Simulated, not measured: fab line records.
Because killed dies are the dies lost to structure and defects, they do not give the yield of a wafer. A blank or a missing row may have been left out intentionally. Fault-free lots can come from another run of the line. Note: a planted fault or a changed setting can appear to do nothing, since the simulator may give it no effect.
Chamber matching | flow n5_finfet | N5_BEOL_M2_PRE_CLEAN_60 on cvd_co-01 has 3 sister chambers
The step time 15 s. 6 wafers are shown with their chamber, then 11 later ones without.

## WAFERS WITH THEIR CHAMBER
wafer  | chamber | heater_power_w (W) | rf_fwd_power_W (W)
L090.1 | 1       | 81                 | 295.0
L091.6 | 0       | 88                 | 296.5
L093.2 | 2       | 93                 | 299.7
L093.4 | 0       | 88                 | 298.0
L093.6 | 2       | 94                 | 300.1
L092.1 | 1       | 85                 | 293.7

## WAFERS WITH NO CHAMBER GIVEN
wafer  | heater_power_w (W) | rf_fwd_power_W (W)
L092.2 | 92                 | 298.0
L092.3 | 89                 | 298.6
L095.1 | 90                 | 298.1
L095.3 | 83                 | 294.8
L095.6 | 82                 | 294.2
L097.1 | 92                 | 299.3
L097.3 | 86                 | 296.4
L097.6 | 84                 | 292.4
L096.1 | 89                 | 296.4
L096.4 | 90                 | 296.8
L096.5 | 88                 | 293.8

## THE CHAMBER EACH PASSED THROUGH
wafer  | from the rows above     | in truth
L092.2 | can't be placed: 2 or 0 | 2
L092.3 | can't be placed: 0 or 2 | 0
L095.1 | can't be placed: 0 or 2 | 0
L095.3 | 1                       | 1
L095.6 | 1                       | 1
L097.1 | 2                       | 2
L097.3 | can't be placed: 0 or 1 | 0
L097.6 | 1                       | 1
L096.1 | 0                       | 0
L096.4 | 0                       | 0
L096.5 | can't be placed: 1 or 0 | 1
Correct placement for 6 of the 11. From these rows, 5 cannot be placed; in 5 the true chamber is one of the candidates. Wrongly placed: 0.
How it was worked out, from the rows above alone: a wafer's distance from a chamber is the root of the sum, over the readings, of the square of ((its reading less the chamber's mean) divided by the reading's scatter). The wafer belongs to the nearest chamber; if the next one is less than 2 further off, it can't be placed. For every chamber, the mean is computed from those of its wafers that are shown. The scatter: the root of (the sum of the squares of (reading less its chamber's mean) over the shown wafers, divided by (wafers less chambers)).
